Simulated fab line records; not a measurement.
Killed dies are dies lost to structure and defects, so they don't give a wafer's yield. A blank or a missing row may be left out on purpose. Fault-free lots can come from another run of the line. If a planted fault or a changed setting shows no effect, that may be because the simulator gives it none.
fab line records	flow nand-harc
record: lots: 6	wafers: 18	last-day: 24
route steps=1159 shown P_M0@258 P_M1@285 END@1159
lots untouched by any fault: they come from a run of this same line in which no faults occurred
start-h: hours from the record's opening day to when the first of the lot's shown wafers began	wait-h: time in hours since the lot's previous step	" identical to the entry in the row above	L1.1+2: a row that stands for several wafers	- no value present, or no start provided	* or withheld: withheld	< > ~ a bound
route shown NAME@n: names a module that has steps shown in the file, with the first one's number in the route	usual: mean/standard deviation of fault-free wafers	same: alike in all rows	chamber/n: place in a boat	sites: per-site readings	_std_site: the standard deviation of these	_edge_site: the outer-site mean with the inner-site mean subtracted	radius-mm: how far each site lies from the wafer's centre	mask NAME#n: copy n	behind: the last tool/chamber to shape the wafer	hold: why the lot went on hold/how many hours it stayed there/how the hold came to an end	device: transistor that didn't switch, given as n, p or np	end of line: at the end of the route, the tests of the same wafers	a step with no rows: only its recipe	killed: dies that structure and defects cost at the first sort, which is not the same as the wafer's yield	map: the dies of a wafer, with x for killed, . for not killed, _ for no die there
set.NAME: the setting as run; set.NAME@STEP: as run at that earlier step	model.NAME: the simulator's own value behind a step, which no gauge read
lots at selected steps of the route; one table per step, one row per wafer
services: from which hour (start-h, from the record's first day; less than 0 if before it) a tool's chamber was out of use, for how many hours, and why
== steps ==
step: NHARC_P_M0_SOFTBAKE_04
recipe: temp-c: 105	time-s: 55
step: NHARC_P_M0_EBR_05
step: NHARC_P_M0_EXPOSE_06
recipe: na: 1.35	target-cd-nm: 90	dose-mj: 81.28	mask-id: P_M0
step: NHARC_P_M0_PEB_07
recipe: peb-temp-c: 100	peb-time-s: 65
step: NHARC_P_M0_DEVELOP_08
recipe: develop-time-s: 35	dev-temp-c: 23
step: NHARC_P_M0_CD_MEAS_09
recipe: target-cd-nm: 90	landing-energy-ev: 500
usual: cd-nm: 89.6/0.84
lot.wafer	tool	chamber	start-h	wait-h	cd-nm
L552.2	cd-sem-03	0	110.90	-	89.4
L552.3	"	0	"	"	89.3
L552.5	"	0	"	"	89.2
L557.2	cd-sem-03	0	148.66	-	89.2
L557.3	"	0	"	"	89.6
L557.4	"	0	"	"	90.3
L564.1	cd-sem-02	0	197.99	-	89.8
L564.3	"	0	"	"	89.8
L564.4	"	0	"	"	89.5
L569.1	cd-sem-01	0	216.50	-	89.8
L569.2	"	0	"	"	89.3
L569.4	"	0	"	"	89.3
L572.3	cd-sem-03	0	239.69	-	88.7
L572.4	"	0	"	"	88.3
L572.6	"	0	"	"	88.9
L575.1	cd-sem-01	0	252.50	-	90.4
L575.2	"	0	"	"	89.6
L575.6	"	0	"	"	89.1
step: NHARC_P_M0_OVL_MEAS_10
recipe: pitch-nm: 180
usual: overlay-x-nm: -0.1/0.7	overlay-y-nm: -0.1/0.9
lot.wafer	tool	chamber	start-h	wait-h	overlay-x-nm	overlay-y-nm
L552.2	overlay-02	-	110.99	-	-0.4	0.6
L552.3	"	-	"	"	-0.6	0.4
L552.5	"	-	"	"	0.0	0.2
L557.2	overlay-02	-	148.74	-	0.6	1.2
L557.3	"	-	"	"	1.2	1.4
L557.4	"	-	"	"	0.6	1.3
L564.1	overlay-01	-	198.08	-	1.3	-0.5
L564.3	"	-	"	"	1.2	-0.7
L564.4	"	-	"	"	0.9	-0.5
L569.1	overlay-02	-	216.59	-	-0.5	0.6
L569.2	"	-	"	"	-0.5	0.0
L569.4	"	-	"	"	0.0	0.2
L572.3	overlay-02	-	239.77	-	-0.5	-0.5
L572.4	"	-	"	"	0.3	-0.6
L572.6	"	-	"	"	-0.4	0.2
L575.1	overlay-02	-	252.59	-	-1.2	-0.5
L575.2	"	-	"	"	-1.2	0.4
L575.6	"	-	"	"	-1.0	0.0
step: NHARC_P_M0_INSPECT_11
usual: raw-defect-count: 4.0/2.2
lot.wafer	tool	chamber	start-h	wait-h	raw-defect-count
L552.2	defect-inspect-02	-	111.03	0.0	5
L552.3	"	-	"	"	2
L552.5	"	-	"	"	1
L557.2	defect-inspect-02	-	148.78	0.0	3
L557.3	"	-	"	"	0
L557.4	"	-	"	"	3
L564.1	defect-inspect-02	-	198.12	0.0	1
L564.3	"	-	"	"	4
L564.4	"	-	"	"	2
L569.1	defect-inspect-02	-	216.62	0.0	7
L569.2	"	-	"	"	4
L569.4	"	-	"	"	1
L572.3	defect-inspect-01	-	239.81	0.0	3
L572.4	"	-	"	"	0
L572.6	"	-	"	"	2
L575.1	defect-inspect-02	-	252.63	0.0	3
L575.2	"	-	"	"	7
L575.6	"	-	"	"	5
step: NHARC_P_M0_DESCUM_14
recipe: time-s: 3	o2-flow-sccm: 200	ar-flow-sccm: 0	bias-power-w: 0	chemistry: O2
step: NHARC_P_M0_ETCH_34
recipe: target-depth-a: 400	overetch-a: 120	time-s: 43.94	ion-energy-ev: 200	n2-flow-sccm: 150	h2-flow-sccm: 150	ar-flow-sccm: 0	rf-w: 400	bias-w: 150	chemistry: N2/H2
step: NHARC_P_M0_ETCH_15
recipe: target-depth-a: 1500	overetch-a: 150	time-s: 82.5	c4f8-flow-sccm: withheld	ar-flow-sccm: 400	rf-w: 600	bias-w: 300	chemistry: C4F8/Ar
step: NHARC_P_M0_CD_MEAS_16
usual: cd-nm: 89.5/1
lot.wafer	tool	chamber	start-h	wait-h	cd-nm
L552.2	cd-sem-01	-	111.39	-	89.5
L552.3	"	-	"	"	89.2
L552.5	"	-	"	"	89.1
L557.2	cd-sem-03	-	149.14	-	89.0
L557.3	"	-	"	"	90.1
L557.4	"	-	"	"	89.0
L564.1	cd-sem-03	-	198.48	-	89.2
L564.3	"	-	"	"	88.9
L564.4	"	-	"	"	89.4
L569.1	cd-sem-02	-	216.98	-	89.7
L569.2	"	-	"	"	89.5
L569.4	"	-	"	"	88.6
L572.3	cd-sem-03	-	240.18	-	88.1
L572.4	"	-	"	"	88.4
L572.6	"	-	"	"	88.6
L575.1	cd-sem-02	-	252.99	-	89.8
L575.2	"	-	"	"	88.9
L575.6	"	-	"	"	88.8
step: NHARC_P_M0_STRIP_18
recipe: power-w: 1000	n2-flow-sccm: 150	h2-flow-sccm: 150	ar-flow-sccm: 0	bias-w: 0	chemistry: N2/H2
usual: drypump-motor-current-A: 5.7/0.55	oes-product-au: 0.998/0.011	rf-vpp-V: 91.0/1	showerhead-plenum-p-Torr: 2.07/0.09	throttle-valve-pct: 14.172/0.009
lot.wafer	tool	chamber	start-h	wait-h	drypump-motor-current-A	oes-product-au	rf-hours-counter-h	rf-vpp-V	showerhead-plenum-p-Torr	throttle-valve-pct
L552.3	rie-diel-12	0	111.51	0.1	5.8	0.981	6	92.0	2.13	14.179
L552.2	"	1	"	"	5.0	0.978	6	90.8	2.05	14.176
L552.5	"	3	"	"	6.5	1.009	-	91.8	2.15	14.169
L557.3	rie-diel-12	0	149.23	0.1	5.8	0.978	8	90.3	2.13	14.177
L557.4	"	1	"	"	4.9	0.976	7	91.4	2.05	14.170
L557.2	"	2	"	"	5.4	1.001	7	92.7	2.20	14.164
L564.3	rie-diel-03	2	198.55	0.1	5.9	0.995	11	90.9	2.08	14.172
L564.4	"	3	"	"	5.6	0.982	9	91.0	1.99	14.173
L564.1	"	1	"	"	4.8	0.999	11	89.6	1.89	14.178
L569.1	rie-diel-12	2	217.08	0.1	5.4	1.011	0	91.5	2.20	14.166
L569.4	"	3	"	"	6.5	1.010	0	92.1	2.15	14.164
L569.2	"	0	"	"	5.8	0.974	1	89.8	2.13	14.175
L572.4	rie-diel-12	3	240.30	0.1	6.5	1.009	3	91.3	2.15	14.161
L572.3	"	0	"	"	5.8	0.978	3	92.5	2.13	14.167
L572.6	"	2	"	"	5.4	0.998	-	92.1	2.19	14.167
L575.2	rie-diel-03	1	253.09	0.1	4.8	1.002	2	89.8	1.89	14.174
L575.1	"	2	"	"	5.9	1.001	2	92.4	2.08	14.178
L575.6	"	1	"	"	4.9	1.006	-	91.2	1.89	14.171
step: NHARC_P_M0_STRIP_19
recipe: time-s: 600	temp-c: 30	chemistry: post-etch-residue-remover
step: NHARC_P_M0_DEGAS_28
recipe: temp-c: 250	time-s: 60
step: NHARC_P_M0_PRE_CLEAN_29
recipe: time-s: 30	temp-c: 280	gas: H2/He
usual: heater-power-w: 408/37
lot.wafer	tool	chamber	start-h	wait-h	heater-power-w
L552.3	pvd-sputter-02	-	-	-	403
L552.2	"	-	"	"	381
L552.5	"	-	"	"	406
L557.3	pvd-sputter-01	-	-	-	446
L557.4	"	-	"	"	386
L557.2	"	-	"	"	364
L564.3	pvd-sputter-01	-	-	-	447
L564.1	"	-	"	"	407
L564.4	"	-	"	"	342
L569.2	pvd-sputter-01	-	-	-	431
L569.4	"	-	"	"	347
L569.1	"	-	"	"	472
L572.4	pvd-sputter-03	-	-	-	413
L572.3	"	-	"	"	389
L572.6	"	-	"	"	388
L575.2	pvd-sputter-01	-	-	-	447
L575.1	"	-	"	"	353
L575.6	"	-	"	"	469
step: NHARC_P_M0_PVD_20
recipe: target-thk-a: 50	bias-v: 168.6	power-w: 15000	chamber-pressure-pa: 0.12	time-s: 8.06	substrate-temp-c: 50	material: TaN
step: NHARC_P_M0_PVD_21
recipe: target-thk-a: 300	chamber-pressure-pa: 5	power-w: 5000	substrate-temp-c: 30	time-s: 20.49	material: Cu
usual: throttle-valve-pct: 29.6/0.78
lot.wafer	tool	chamber	start-h	wait-h	throttle-valve-pct
L552.2	pvd-sputter-02	-	-	-	27.7
L552.3	"	-	"	"	29.0
L552.5	"	-	"	"	27.4
L557.3	pvd-sputter-01	-	-	-	30.3
L557.2	"	-	"	"	28.8
L557.4	"	-	"	"	29.3
L564.4	pvd-sputter-01	-	-	-	29.1
L564.3	"	-	"	"	31.0
L564.1	"	-	"	"	29.4
L569.1	pvd-sputter-01	-	-	-	29.3
L569.4	"	-	"	"	29.2
L569.2	"	-	"	"	30.9
L572.4	pvd-sputter-03	-	-	-	30.3
L572.3	"	-	"	"	30.8
L572.6	"	-	"	"	29.3
L575.1	pvd-sputter-01	-	-	-	29.4
L575.2	"	-	"	"	29.4
L575.6	"	-	"	"	29.1
step: NHARC_P_M0_ECD_22
recipe: target-thk-a: 4000	bath-temp-c: 25	material: Cu
step: NHARC_P_M0_ANNEAL_30
recipe: temp-c: 225	time-s: 90
step: NHARC_P_M0_CMP_23
recipe: t-overpolish-s: 20	target-thk-nm: 117.53
usual: motor-current-A: 12.1/1.1	pad-life-wafers: 293/130	time-to-endpoint-s: 28.5/2.9
lot.wafer	tool	chamber	start-h	wait-h	motor-current-A	pad-life-wafers	time-to-endpoint-s
L552.2	cmp-04	2	113.14	-	11.0	20	29.4
L552.3	"	3	"	"	12.3	21	27.3
L552.5	"	1	"	"	11.7	-	27.3
L557.4	cmp-01	1	150.86	-	12.6	348	27.2
L557.3	"	2	"	"	9.7	349	29.6
L557.2	"	3	"	"	11.7	350	33.1
L564.3	cmp-01	3	200.20	-	11.8	66	32.3
L564.4	"	0	"	"	13.7	67	30.2
L564.1	"	1	"	"	12.4	68	24.0
L569.2	cmp-03	2	218.72	-	12.9	367	27.6
L569.1	"	3	"	"	12.7	368	27.4
L569.4	"	0	"	"	13.1	369	29.9
L572.3	cmp-03	0	241.89	-	13.3	504	31.2
L572.4	"	1	"	"	12.6	505	29.4
L572.6	"	1	"	"	12.9	-	29.4
L575.2	cmp-01	0	254.72	-	13.9	408	33.2
L575.1	"	3	"	"	11.4	411	33.8
L575.6	"	0	"	"	13.7	-	31.9
step: NHARC_P_M0_THK_MEAS_24
recipe: thk-meas-gauge: xrf
usual: thk-nm: 117.5/1.5
lot.wafer	tool	chamber	start-h	wait-h	thk-nm
L552.2	film-metro-01	-	113.39	-	119.1
L552.3	"	-	"	"	116.8
L552.5	"	-	"	"	116.2
L557.2	film-metro-01	-	151.18	-	121.1
L557.3	"	-	"	"	119.3
L557.4	"	-	"	"	116.9
L564.1	film-metro-01	-	200.51	-	118.8
L564.3	"	-	"	"	118.9
L564.4	"	-	"	"	117.3
L569.1	film-metro-02	-	219.01	-	117.4
L569.2	"	-	"	"	117.4
L569.4	"	-	"	"	118.4
L572.3	film-metro-01	-	242.21	-	119.0
L572.4	"	-	"	"	116.6
L572.6	"	-	"	"	117.4
L575.1	film-metro-02	-	255.04	-	119.5
L575.2	"	-	"	"	119.6
L575.6	"	-	"	"	116.9
step: NHARC_P_M0_SRD_25
step: NHARC_P_M0_PRE_CLEAN_31
recipe: time-s: 12	temp-c: 370	rf-power-w: 300	gas: NH3
usual: heater-power-w: 591/59
lot.wafer	tool	chamber	start-h	wait-h	heater-power-w
L552.3	pecvd-02	1	113.67	0.1	528
L552.2	"	2	"	"	694
L552.5	"	2	"	"	712
L557.3	pecvd-02	1	151.42	0.1	573
L557.2	"	0	"	"	586
L557.4	"	2	"	"	623
L564.3	pecvd-02	2	200.74	0.1	656
L564.1	"	1	"	"	559
L564.4	"	1	"	"	535
L569.2	pecvd-02	2	219.23	0.1	670
L569.1	"	0	"	"	507
L569.4	"	2	"	"	666
L572.3	pecvd-03	2	242.43	0.1	491
L572.4	"	2	"	"	500
L572.6	"	0	"	"	620
L575.2	pecvd-01	1	255.27	0.1	564
L575.1	"	2	"	"	624
L575.6	"	2	"	"	644
step: NHARC_P_M0_DEP_32
recipe: target-thk-a: 300	temp-c: 370	target-thk-nm: 30	pressure-torr: 3	flow-sccm: 200	rf-w: 450	material: SiCN
usual: heater-power-w: 549/63
lot.wafer	tool	chamber	start-h	wait-h	heater-power-w
L552.3	pecvd-02	1	113.78	0.1	559
L552.2	"	2	"	"	652
L552.5	"	2	"	"	643
L557.3	pecvd-02	1	151.50	0.1	529
L557.2	"	0	"	"	527
L557.4	"	2	"	"	577
L564.3	pecvd-02	2	200.82	0.1	585
L564.1	"	1	"	"	499
L564.4	"	1	"	"	524
L569.2	pecvd-02	2	219.31	0.1	613
L569.1	"	0	"	"	501
L569.4	"	2	"	"	619
L572.3	pecvd-03	2	242.51	0.1	561
L572.4	"	2	"	"	570
L572.6	"	0	"	"	567
L575.2	pecvd-01	1	255.38	0.1	609
L575.1	"	2	"	"	594
L575.6	"	2	"	"	594
step: NHARC_P_M1_DEP_00
recipe: target-thk-a: 1825	target-thk-nm: 182.5	temp-c: withheld	pressure-torr: 5	flow-sccm: 200	rf-w: 600	material: SiOC
step: NHARC_P_M1_DEHYDRATE_01
recipe: temp-c: 150	time-s: 120
step: NHARC_P_M1_HMDS_02
recipe: time-s: 30
step: NHARC_P_M1_COAT_34
recipe: temp-c: 200	time-s: 65
step: NHARC_P_M1_COAT_03
recipe: spin-rpm: 1500	resist-thk-nm: 90
step: NHARC_P_M1_SOFTBAKE_04
recipe: temp-c: 105	time-s: 55
step: NHARC_P_M1_EBR_05
step: NHARC_P_M1_EXPOSE_06
recipe: na: 1.35	target-cd-nm: 130	dose-mj: 81.88	mask-id: P_M1
step: NHARC_P_M1_PEB_07
recipe: peb-temp-c: 100	peb-time-s: 65
step: NHARC_P_M1_DEVELOP_08
recipe: develop-time-s: 35	dev-temp-c: 23
step: NHARC_P_M1_CD_MEAS_09
recipe: target-cd-nm: 130	landing-energy-ev: 500
usual: cd-nm: 129.8/0.68
lot.wafer	tool	chamber	start-h	wait-h	cd-nm
L552.2	cd-sem-02	0	115.00	-	129.3
L552.3	"	0	"	"	129.4
L552.5	"	0	"	"	128.1
L557.2	cd-sem-02	0	152.76	-	129.9
L557.3	"	0	"	"	129.7
L557.4	"	0	"	"	130.7
L564.1	cd-sem-03	0	202.04	-	129.4
L564.3	"	0	"	"	129.9
L564.4	"	0	"	"	129.8
L569.1	cd-sem-02	0	220.57	-	130.6
L569.2	"	0	"	"	130.5
L569.4	"	0	"	"	129.6
L572.3	cd-sem-03	0	243.76	-	129.6
L572.4	"	0	"	"	129.5
L572.6	"	0	"	"	128.8
L575.1	cd-sem-02	0	256.59	-	129.3
L575.2	"	0	"	"	128.8
L575.6	"	0	"	"	129.2
step: NHARC_P_M1_OVL_MEAS_10
recipe: pitch-nm: 260
usual: overlay-x-nm: 0.2/0.73	overlay-y-nm: 0.2/0.85
lot.wafer	tool	chamber	start-h	wait-h	overlay-x-nm	overlay-y-nm
L552.2	overlay-01	-	115.08	-	-0.4	1.8
L552.3	"	-	"	"	0.1	1.7
L552.5	"	-	"	"	0.0	1.5
L557.2	overlay-02	-	152.85	-	-0.1	0.4
L557.3	"	-	"	"	-0.8	1.3
L557.4	"	-	"	"	-0.2	0.7
L564.1	overlay-02	-	202.13	-	0.8	1.7
L564.3	"	-	"	"	1.4	1.6
L564.4	"	-	"	"	0.8	1.2
L569.1	overlay-02	-	220.66	-	1.7	-0.5
L569.2	"	-	"	"	1.2	-1.2
L569.4	"	-	"	"	1.5	-0.8
L572.3	overlay-01	-	243.84	-	-0.4	0.5
L572.4	"	-	"	"	-0.2	0.3
L572.6	"	-	"	"	-0.1	0.6
L575.1	overlay-01	-	256.68	-	0.5	-0.6
L575.2	"	-	"	"	0.6	-0.7
L575.6	"	-	"	"	0.5	-0.7
step: NHARC_P_M1_DESCUM_14
recipe: time-s: 3	o2-flow-sccm: 200	ar-flow-sccm: 0	bias-power-w: 0	chemistry: O2
step: NHARC_P_M1_ETCH_35
recipe: target-depth-a: 400	overetch-a: 120	time-s: 43.94	ion-energy-ev: 200	n2-flow-sccm: 150	h2-flow-sccm: 150	ar-flow-sccm: 0	rf-w: 400	bias-w: 150	chemistry: N2/H2
step: NHARC_END_SORT_01
recipe: temp-c: 25
usual: defect-limited-yield: 95.2/1.9	killed-at-array: 29/13	killed-at-other: 0.7/1	killed-at-periphery: 3.2/2.3	killed-dies: 33/13	killed-open: 3.3/1.7	killed-short: 2.0/1.5	sort_bin_2_pct: 1.5/0.8	sort_bin_3_pct: 0.27/0.22	sort_bin_4_pct: 3.0/1.1	sort-n-pass: 644/13	sort-rim-yield-pct: 96.0/2.9	sort-yield-pct: 95.2/1.9
same: gross-dies: 677	sort_bin_5_pct[%]: 0	sort_bin_6_pct[%]: 0	sort_bin_7_pct[%]: 0	sort_bin_8_pct[%]: 0	sort-rim-n-gross: 106.00
lot.wafer	tool	chamber	start-h	wait-h	defect-limited-yield[%]	killed-at-array	killed-at-other	killed-at-periphery	killed-dies	killed-open	killed-short	sort_bin_2_pct[%]	sort_bin_3_pct[%]	sort_bin_4_pct[%]	sort-n-pass	sort-rim-yield-pct[%]	sort-yield-pct[%]
L552.2	prober-02	0	439.04	2.8	97.0	17	0	3	20	2	1	1.2	0	1.8	657	92.5	97.0
L552.3	prober-02	0	439.84	3.1	97.2	14	0	5	19	4	3	0.9	0.15	1.8	658	97.2	97.2
L552.5	prober-02	0	441.44	3.7	96.0	25	0	2	27	6	1	1.2	0	2.8	650	95.3	96.0
L557.2	prober-01	0	479.39	2.8	97.9	13	0	1	14	3	0	0.3	0	1.8	663	100.0	97.9
L557.3	prober-01	0	480.20	3.1	99.0	6	1	0	7	3	0	0.4	0	0.6	670	99.1	99.0
L557.4	prober-01	0	481.00	3.4	97.0	17	0	3	20	3	2	1.2	0.15	1.6	657	95.3	97.0
L564.1	prober-02	0	521.13	2.4	95.7	29	0	0	29	1	0	1.9	0	2.4	648	97.2	95.7
L564.3	prober-02	0	522.74	3.1	95.6	29	0	1	30	0	1	1.8	0.44	2.2	647	99.1	95.6
L564.4	prober-02	0	523.55	3.4	96.8	20	0	2	22	1	2	1.3	0.15	1.8	655	99.1	96.8
L569.1	prober-02	0	544.13	2.5	87.3	22	0	64	86	2	2	5.5	2.66	4.6	591	89.6	87.3
L569.2	prober-02	0	544.92	2.7	87.7	15	1	67	83	1	1	5.0	2.51	4.7	594	92.5	87.7
L569.4	prober-02	0	546.50	3.3	84.9	32	0	70	102	6	1	7.4	1.92	5.8	575	100.0	84.9
L572.3	prober-02	0	566.10	3.1	82.3	58	2	60	120	3	2	6.6	2.51	8.6	557	93.4	82.3
L572.4	prober-02	0	566.90	3.4	82.0	46	1	75	122	2	3	8.9	1.77	7.4	555	87.7	82.0
L572.6	prober-02	0	568.49	4.0	81.2	59	4	64	127	6	4	8.4	1.77	8.6	550	89.6	81.2
L575.1	prober-01	0	580.35	2.5	95.4	26	3	2	31	0	1	1.8	0.15	2.7	646	95.3	95.4
L575.2	prober-01	0	581.15	2.8	93.9	33	1	7	41	3	5	1.6	0.74	3.7	636	96.2	93.9
L575.6	prober-01	0	584.31	4.0	93.9	37	0	4	41	4	1	1.6	0.30	4.1	636	97.2	93.9
killed by level:class
L552.2 A_SLIT:chamber-film-flake=7 A_STAIRCASE:chamber-film-flake=4 A_CHANNEL_HOLE_D1:chamber-film-flake=2 A_CONTACT:chamber-film-flake=2 P_STI:geometric-particle:open=1 P_M0:geometric-particle:short=1 A_CHANNEL_FILL_D1:geometric-particle:open=1 P_STI:chamber-film-flake=1
L552.3 A_SLIT:chamber-film-flake=5 P_CONTACT:geometric-particle:open=2 A_STAIRCASE:chamber-film-flake=2 A_CONTACT:chamber-film-flake=2 P_STI:geometric-particle:short=1 P_M1:geometric-particle:open=1 A_ONON_D1:geometric-particle:short=1 A_CHANNEL_FILL_D1:geometric-particle:short=1
L552.5 A_SLIT:chamber-film-flake=9 A_STAIRCASE:chamber-film-flake=4 A_CHANNEL_FILL_D1:geometric-particle:open=3 A_CHANNEL_HOLE_D1:chamber-film-flake=3 A_CONTACT:chamber-film-flake=2 P_STI:chamber-film-flake=1 P_M0:geometric-particle:open=1 A_ONON_D1:geometric-particle:open=1
L557.2 A_STAIRCASE:chamber-film-flake=4 A_CONTACT:chamber-film-flake=4 A_SGD_CUT:geometric-particle:open=1 A_CONTACT:geometric-particle:open=1 A_M0:geometric-particle:open=1 P_STI:chamber-film-flake=1 A_CHANNEL_FILL_D1:chamber-film-flake=1 A_SLIT:chamber-film-flake=1
L557.3 A_STAIRCASE:chamber-film-flake=2 A_CHANNEL_FILL_D1:geometric-particle:open=1 A_CONTACT:geometric-particle:open=1 A_BLC:geometric-particle:open=1 A_CONTACT:chamber-film-flake=1 THIN_TSV:chamber-film-flake=1
L557.4 A_STAIRCASE:chamber-film-flake=7 A_CONTACT:chamber-film-flake=4 A_CONTACT:geometric-particle:open=2 P_CONTACT:geometric-particle:open=1 P_M0:geometric-particle:short=1 A_WL_FILL:geometric-particle:short=1 P_ZERO_WELL:chamber-film-flake=1 A_CHANNEL_HOLE_D1:chamber-film-flake=1
L564.1 A_CHANNEL_HOLE_D1:chamber-film-flake=21 A_CONTACT:chamber-film-flake=6 A_M1:geometric-particle:open=1 A_STAIRCASE:chamber-film-flake=1
L564.3 A_CHANNEL_HOLE_D1:chamber-film-flake=21 A_CONTACT:chamber-film-flake=7 A_CHANNEL_FILL_D1:geometric-particle:short=1 P_M1:chamber-film-flake=1
L564.4 A_CHANNEL_HOLE_D1:chamber-film-flake=13 A_STAIRCASE:chamber-film-flake=2 A_CONTACT:chamber-film-flake=2 P_GATE:geometric-particle:short=1 A_CONTACT:geometric-particle:short=1 A_CONTACT:geometric-particle:open=1 P_STI:chamber-film-flake=1 A_BONDPAD:chamber-film-flake=1
L569.1 P_M0:unspecified=62 A_SLIT:chamber-film-flake=10 A_CHANNEL_HOLE_D1:chamber-film-flake=5 A_CONTACT:chamber-film-flake=3 P_M0:geometric-particle:short=1 A_CHANNEL_HOLE_D1:geometric-particle:open=1 A_WL_FILL:geometric-particle:short=1 A_CONTACT:geometric-particle:open=1
L569.2 P_M0:unspecified=67 A_SLIT:chamber-film-flake=9 A_CHANNEL_HOLE_D1:chamber-film-flake=2 A_SOURCE_PLATE:geometric-particle:open=1 A_CHANNEL_FILL_D1:geometric-particle:short=1 A_WL_FILL:chamber-film-flake=1 A_CONTACT:chamber-film-flake=1 THIN_TSV:chamber-film-flake=1
L569.4 P_M0:unspecified=70 A_SLIT:chamber-film-flake=18 A_CONTACT:chamber-film-flake=5 A_CONTACT:geometric-particle:open=4 A_CHANNEL_HOLE_D1:chamber-film-flake=2 A_ONON_D1:geometric-particle:open=1 A_CHANNEL_HOLE_D1:geometric-particle:open=1 A_CHANNEL_HOLE_D1:geometric-particle:short=1
L572.3 P_M0:unspecified=59 A_SLIT:chamber-film-flake=25 A_CHANNEL_HOLE_D1:chamber-film-flake=19 A_M1:chamber-film-flake=3 A_M0:geometric-particle:open=2 A_BLC:chamber-film-flake=2 A_CONTACT:chamber-film-flake=2 A_STAIRCASE:chamber-film-flake=2
L572.4 P_M0:unspecified=71 A_CHANNEL_HOLE_D1:chamber-film-flake=20 A_SLIT:chamber-film-flake=17 P_M0:chamber-film-flake=2 A_BLC:chamber-film-flake=2 A_STAIRCASE:chamber-film-flake=2 P_GATE:geometric-particle:short=1 P_M0:geometric-particle:short=1
L572.6 P_M0:unspecified=57 A_SLIT:chamber-film-flake=23 A_CHANNEL_HOLE_D1:chamber-film-flake=20 A_BLC:chamber-film-flake=4 THIN_TSV:chamber-film-flake=4 A_WL_FILL:geometric-particle:short=3 P_M0:chamber-film-flake=3 A_CONTACT:chamber-film-flake=3
L575.1 A_SLIT:chamber-film-flake=14 A_CHANNEL_HOLE_D1:chamber-film-flake=11 THIN_TSV:chamber-film-flake=3 A_SLIT:geometric-particle:short=1 P_STI:chamber-film-flake=1 P_BONDPAD:chamber-film-flake=1
L575.2 A_SLIT:chamber-film-flake=19 A_CHANNEL_HOLE_D1:chamber-film-flake=5 A_STAIRCASE:chamber-film-flake=3 P_BONDPAD:chamber-film-flake=2 P_M0:geometric-particle:open=1 P_M0:geometric-particle:short=1 A_CHANNEL_HOLE_D1:geometric-particle:open=1 A_CHANNEL_FILL_D1:geometric-particle:short=1
L575.6 A_SLIT:chamber-film-flake=20 A_CHANNEL_HOLE_D1:chamber-film-flake=10 A_STAIRCASE:chamber-film-flake=2 P_M0:geometric-particle:open=1 A_ONON_D1:geometric-particle:open=1 A_CHANNEL_FILL_D1:geometric-particle:short=1 A_WL_FILL:geometric-particle:open=1 A_CONTACT:geometric-particle:open=1
map L569.4 (x killed, . not)
____________.____________
_________......._________
_______.......x..._______
______.............______
_____..............._____
____...........x.....____
____.................____
___..........x........___
___...................___
__.............x.......__
__............x........__
_.............x........._
_............x.x........_
_............x.x.x......_
_..........x.xx.xx......_
_........xxxxxxx.x.x...._
.........x.xxxxxxxxx.....
...x....xxxxxxxxx........
...xx.....xxxxxx..x......
.....x...xxxxxxxx.x......
.........xxxxxxx.........
_...x....xxxxxxx........_
_..x.....xxxxxx..x......_
_.........xxxxx........._
_.........x.xxxx........_
_.............x........._
__........xx...........__
__...................x.__
___...................___
___...................___
____.................____
____...........x.....____
_____..............._____
______.............______
_______..........._______
_________......._________
____________.____________
map L572.6 (x killed, . not)
____________x____________
_________x.xxxxx_________
_______..xxxxxx..._______
______...xxxxxxx.x.______
_____...xxxxxxxx...._____
____......xxxxxx.....____
____.....xxxxxxx.....____
___..x...xxxxxxx......___
___.....x.xxxxxx......___
__.x........x..........__
__.................x...__
_..............x.x......_
_.............x..x......_
_...........x...x.x...x._
_.............xxxx..x..._
_.....x.........xxx....._
..............xxxx.x.x...
.........x..x...x..x.....
......x..........x.......
..............x..........
.........................
_...........x...x....xx._
_......................._
_......................._
_.............x.....xx.._
_.............xx..x....._
__...........x..x......__
__.....x......x.x.x..x.__
___.............x.....___
___.x........x.x......___
____...........x.x...____
____..x.......xxxx...____
_____......xxxx....._____
______......x.x....______
_______...x....x.._______
_________......x_________
____________.____________
== services ==
tool	chamber	start-h	hours	kind
pvd-sputter-03	-	102.00	10.0	pm
cmp-04	-	105.21	4.0	pm
pecvd-01	-	105.96	0.6	repair
cmp-03	-	108.62	3.7	repair
pecvd-03	-	111.26	13.0	pm
pvd-sputter-01	-	114.08	3.8	repair
pvd-sputter-02	-	116.01	0.9	repair
pecvd-03	1	133.05	10.7	repair
rie-diel-12	1	140.48	8.1	repair
pecvd-02	-	153.00	13.0	pm
cmp-03	-	156.00	4.0	pm
pvd-sputter-01	-	158.02	10.0	pm
rie-diel-03	3	172.80	18.3	repair
cmp-01	-	179.50	4.0	pm
cmp-03	-	189.27	3.6	repair
rie-diel-12	-	202.47	9.0	pm
cmp-04	-	203.21	4.0	pm
pecvd-02	-	210.38	1.4	repair
pvd-sputter-02	-	214.03	10.0	pm
pvd-sputter-01	-	214.32	2.1	repair
rie-diel-03	-	215.30	9.0	pm
pvd-sputter-02	-	236.27	5.2	repair
pecvd-01	-	237.21	13.0	pm
cmp-03	-	254.02	4.0	pm
== key ==
first-sign: step: NHARC_END_SORT_01	reading: killed-at-periphery	direction: up	sigmas: 28	usual: 3.2	struck: 66.7
effect: step: NHARC_END_SORT_01	reading: killed-dies	direction: up	sigmas: 5.8	usual: 33	struck: 107
more-kills-born-at: NHARC_P_M0_STRIP_18@rie-diel-12: 385
met-at NHARC_P_M0_STRIP_18
struck-wafers L569.1,L569.2,L569.4,L572.3,L572.4,L572.6
onset-between 149.23 217.08
also-fits NHARC_P_M0_CMP_23:cmp-03
fault: kind: chamber-particle-source	tool: rie-diel-12	chamber: -	onset-h: 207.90	steps: NHARC_P_M0_STRIP_18	rate-per-visit-cm2: 0.40861	end-h: 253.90
